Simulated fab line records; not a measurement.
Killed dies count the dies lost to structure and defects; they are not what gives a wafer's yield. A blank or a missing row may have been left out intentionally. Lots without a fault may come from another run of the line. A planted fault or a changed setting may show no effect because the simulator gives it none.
Chamber matching | flow nandHarc | NHARC_A_BLC_CMP_25 on cmp-04 has 4 sister chambers
The step polishes, t overpolish 30 s, target thk 150 nm. 8 wafers are shown with their chamber, then 7 later ones without.

== WAFERS, EACH WITH ITS CHAMBER ==
wafer  | chamber | motorCurrentA (A) | slurryFilterDpKPa (kPa)
L659.2 | 3       | 14.5              | 13.75
L662.2 | 3       | 14.7              | 13.72
L672.3 | 2       | 10.0              | 13.59
L673.2 | 1       | 12.5              | 13.58
L673.3 | 2       | 9.3               | 13.53
L673.4 | 0       | 11.5              | 13.73
L676.1 | 0       | 11.7              | 13.48
L676.2 | 1       | 12.5              | 13.77

== WAFERS WHOSE CHAMBER IS MISSING ==
wafer  | motorCurrentA (A) | slurryFilterDpKPa (kPa)
L676.4 | 14.4              | 13.34
L675.2 | 11.5              | 13.43
L675.4 | 10.4              | 13.58
L675.5 | 9.9               | 13.59
L677.1 | 10.2              | 13.45
L677.2 | 11.6              | 13.83
L677.3 | 14.3              | 13.67

== WHICH CHAMBER EACH WENT THROUGH ==
wafer  | from the rows above     | in truth
L676.4 | 3                       | 3
L675.2 | 0                       | 0
L675.4 | can't be placed: 2 or 0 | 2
L675.5 | 2                       | 2
L677.1 | 2                       | 2
L677.2 | can't be placed: 0 or 1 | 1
L677.3 | 3                       | 3
5 of 7 placed correctly. Can't be placed from these rows: 2 (the true chamber is among the candidates in 2). Wrongly placed: 0.
How it was worked out, from the rows above alone: a wafer's distance from a chamber is the root of the sum, over the readings, of the square of ((its reading less the chamber's mean) divided by the reading's scatter). The wafer belongs to the nearest chamber; if the next one is less than 2 further off, it can't be placed. For every chamber, the mean is computed from those of its wafers that are shown. The scatter: take each reading less its chamber's mean, square it, sum over the shown wafers, divide by the number of wafers less the number of chambers, and take the root.
